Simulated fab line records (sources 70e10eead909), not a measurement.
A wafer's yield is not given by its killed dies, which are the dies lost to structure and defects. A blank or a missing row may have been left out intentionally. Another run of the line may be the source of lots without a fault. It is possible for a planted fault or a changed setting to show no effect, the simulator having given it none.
Chamber matching + flow nandHarc + rieDiel-10 running NHARC_P_BONDPAD_DESCUM_11: 4 sister chambers
The step chemistry O2, time 3 s. 8 wafers are shown with their chamber, then 7 later ones without.

## WAFERS, EACH WITH ITS CHAMBER
| wafer  | chamber | rfVppV (V) | oesProductAu (a.u.) |
|--------|---------|------------|---------------------|
| L077.3 | 1       | 58.5       | 0.998               |
| L082.1 | 1       | 57.9       | 1.013               |
| L082.2 | 0       | 59.8       | 0.996               |
| L093.3 | 0       | 58.1       | 0.999               |
| L093.5 | 2       | 56.0       | 0.994               |
| L093.6 | 3       | 57.3       | 1.009               |
| L095.3 | 3       | 58.1       | 1.014               |
| L095.5 | 2       | 57.3       | 1.013               |

## WAFERS MISSING THEIR CHAMBER
| wafer  | rfVppV (V) | oesProductAu (a.u.) |
|--------|------------|---------------------|
| L095.6 | 58.4       | 1.015               |
| L096.1 | 59.2       | 0.996               |
| L096.4 | 58.2       | 0.995               |
| L096.6 | 59.0       | 1.003               |
| L096.2 | 57.6       | 0.992               |
| L096.3 | 57.5       | 1.005               |
| L096.5 | 59.4       | 1.003               |

## THE CHAMBER EACH PASSED THROUGH
| wafer  | from the rows above               | in truth |
|--------|-----------------------------------|----------|
| L095.6 | can't be placed: 3 or 1 or 0 or 2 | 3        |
| L096.1 | can't be placed: 0 or 1           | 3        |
| L096.4 | can't be placed: 0 or 1 or 3 or 2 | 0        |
| L096.6 | can't be placed: 0 or 1 or 3      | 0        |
| L096.2 | can't be placed: 1 or 2 or 0 or 3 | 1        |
| L096.3 | can't be placed: 3 or 1 or 2 or 0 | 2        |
| L096.5 | can't be placed: 0 or 1 or 3      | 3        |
Correct placement for 0 of the 7. From these rows, 7 cannot be placed; in 6 the true chamber is one of the candidates. Number placed wrongly: 0.
How it was worked out, from the rows above alone: a wafer's distance from a chamber is the root of the sum, over the readings, of the square of ((its reading less the chamber's mean) divided by the reading's scatter). If the next closest chamber is less than 2 further off than the closest, the wafer can't be placed; otherwise it belongs to the closest. The mean given for a chamber averages the wafers shown for that chamber. The scatter: take each reading less its chamber's mean, square it, sum over the shown wafers, divide by the number of wafers less the number of chambers, and take the root.
